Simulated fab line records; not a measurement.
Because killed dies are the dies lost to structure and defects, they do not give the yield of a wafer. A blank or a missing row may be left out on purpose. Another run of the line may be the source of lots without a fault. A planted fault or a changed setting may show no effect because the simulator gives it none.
Struck lot and sound lot, side by side ; flow nandHarc ; 13 out of 1302 route steps
Sound: wafers L711.1, L711.4, L711.6. Wafers L722.1, L722.2, L722.4 were the ones struck. The cause is named last.
Order at every step that has rows: each side's tool, ch and its chambers, its first start. Under that, the readings that differ: sound wafers ; struck wafers ; difference of the means ; sigmas: that difference in standard deviations of wafers without a fault.
alike: words and numbers the same on both sides, and readings whose means are apart by under 2 such deviations; not compared: readings that were withheld, readings missing a value for some wafer, numbers with overlapping values and no deviation given by the record, and bounds like >300 which may hide the same value.
The two part at a step that has a row with sigmas, a row that says differs or no value, or rows on one side only. Numbers that have no deviation but don't overlap get no sigmas and don't part them. Lack of a reading on every wafer of one side parts them only where that side has two or more wafers.

NHARC_P_CONTACT_DEP_30: deposits SiNx, target thk 30 nm.
  sound on pecvd-02 ch 0,1, day 6 04:11; struck on pecvd-03 ch 0,1, day 10 17:34
  alike: heaterPowerW
NHARC_P_CONTACT_DEP_00: deposits SiO2, target thk 500 nm.
  sound: pecvd-02 ch 0,1; struck: pecvd-03 ch 0,1
  alike: heaterPowerW, throttleValvePct
NHARC_P_CONTACT_CMP_01: polishes SiO2, target thk 200 nm.
  sound on cmp-03 ch 0,1,2, day 6 04:55; struck on cmp-03 ch 0,2,3, day 10 18:16
  alike: edgeZonePressureFrac, motorCurrentA, slurryFlowMlMin
then, 8 steps without rows for these wafers: NHARC_P_CONTACT_SRD_03; NHARC_P_CONTACT_DEHYDRATE_04 (time 120 s); NHARC_P_CONTACT_HMDS_05 (time 30 s); NHARC_P_CONTACT_COAT_33 (time 75 s); NHARC_P_CONTACT_COAT_34 (time 65 s); NHARC_P_CONTACT_COAT_06 (resist thk 90 nm); NHARC_P_CONTACT_SOFTBAKE_07 (time 55 s); NHARC_P_CONTACT_EBR_08.
NHARC_P_CONTACT_EXPOSE_09: exposes mask P CA, target cd 90 nm.
  struck on arfiScanner-01, day 10 18:58; sound on arfiScanner-02 ch 0, day 6 05:28
  no value came back on the struck wafers for exposureDoseMJCm2, focusOffsetNm (nm); on the sound wafers exposureDoseMJCm2 reads 81.20 81.27 81.30
  alike: mask
then, 1 step without rows for these wafers: NHARC_P_CONTACT_PEB_10 (peb time 65 s).

## WHERE THEY PART
Only at NHARC_P_CONTACT_EXPOSE_09, within this record.

WHY: what the simulator had put in
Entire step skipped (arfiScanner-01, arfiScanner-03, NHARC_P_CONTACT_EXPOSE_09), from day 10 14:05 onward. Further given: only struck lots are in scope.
